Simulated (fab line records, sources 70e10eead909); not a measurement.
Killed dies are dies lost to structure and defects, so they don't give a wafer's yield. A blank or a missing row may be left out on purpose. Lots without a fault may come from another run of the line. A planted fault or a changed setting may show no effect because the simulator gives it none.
Chamber matching | flow nand_harc | NHARC_A_BLC_STRIP_29 on rie_diel-12: 4 sister chambers
The step strips in CF4. 20 wafers are shown with their chamber, then 10 later ones without.

WAFERS WITH THEIR CHAMBER
wafer  | chamber | showerhead_plenum_p_Torr (Torr) | drypump_motor_current_A (A) | throttle_valve_pct (%)
L078.1 | 1       | 1.74                            | 5.5                         | 13.292
L078.3 | 2       | 1.80                            | 4.8                         | 13.286
L078.4 | 3       | 1.65                            | 5.2                         | 13.289
L079.1 | 0       | 1.84                            | 5.8                         | 13.284
L079.5 | 0       | 1.85                            | 5.8                         | 13.280
L079.6 | 3       | 1.65                            | 5.3                         | 13.287
L082.1 | 3       | 1.65                            | 5.3                         | 13.288
L082.3 | 1       | 1.74                            | 5.5                         | 13.285
L082.4 | 2       | 1.80                            | 4.8                         | 13.269
L083.2 | 3       | 1.65                            | 5.3                         | 13.294
L083.5 | 3       | 1.65                            | 5.3                         | 13.265
L083.6 | 0       | 1.84                            | 5.8                         | 13.271
L084.1 | 3       | 1.65                            | 5.3                         | 13.300
L084.4 | 1       | 1.74                            | 5.5                         | 13.298
L084.6 | 3       | 1.65                            | 5.3                         | 13.293
L087.2 | 1       | 1.74                            | 5.5                         | 13.283
L087.3 | 2       | 1.80                            | 4.8                         | 13.279
L087.6 | 1       | 1.74                            | 5.5                         | 13.288
L086.2 | 2       | 1.80                            | 4.8                         | 13.288
L086.5 | 2       | 1.80                            | 4.8                         | 13.267

SIGNATURES (means of the wafers above)
reading                  | chamber 0 | chamber 1 | chamber 2 | chamber 3 | scatter within a chamber
showerhead_plenum_p_Torr | 1.8433    | 1.7400    | 1.8000    | 1.6500    | 0.00204
drypump_motor_current_A  | 5.800     | 5.500     | 4.800     | 5.286     | 0.0231
throttle_valve_pct       | 13.27833  | 13.28920  | 13.27780  | 13.28800  | 0.00913
Rule: a wafer's distance from a chamber is the root of the sum, over the readings, of the square of ((its reading less the chamber's mean) divided by the reading's scatter). The wafer belongs to the nearest chamber; if the next one is less than 2 further off, it can't be placed. The scatter: the root of (the sum of the squares of (reading less its chamber's mean) over the shown wafers, divided by (wafers less chambers)).

WAFERS WITHOUT THEIR CHAMBER
wafer  | showerhead_plenum_p_Torr (Torr) | drypump_motor_current_A (A) | throttle_valve_pct (%)
L086.6 | 1.65                            | 5.3                         | 13.287
L091.3 | 1.80                            | 4.9                         | 13.273
L091.4 | 1.65                            | 5.3                         | 13.284
L091.6 | 1.74                            | 5.5                         | 13.286
L092.1 | 1.65                            | 5.3                         | 13.271
L092.4 | 1.80                            | 4.8                         | 13.291
L092.5 | 1.65                            | 5.3                         | 13.291
L097.2 | 1.73                            | 5.5                         | 13.288
L097.4 | 1.80                            | 4.8                         | 13.279
L097.6 | 1.80                            | 4.8                         | 13.278

WHICH CHAMBER EACH WENT THROUGH
wafer  | from the rows above | in truth
L086.6 | 3                   | 3
L091.3 | 2                   | 2
L091.4 | 3                   | 3
L091.6 | 1                   | 1
L092.1 | 3                   | 3
L092.4 | 2                   | 2
L092.5 | 3                   | 3
L097.2 | 1                   | 1
L097.4 | 2                   | 2
L097.6 | 2                   | 2
Placed correctly: 10 of 10. Can't be placed from these rows: 0. Placed wrongly: 0.
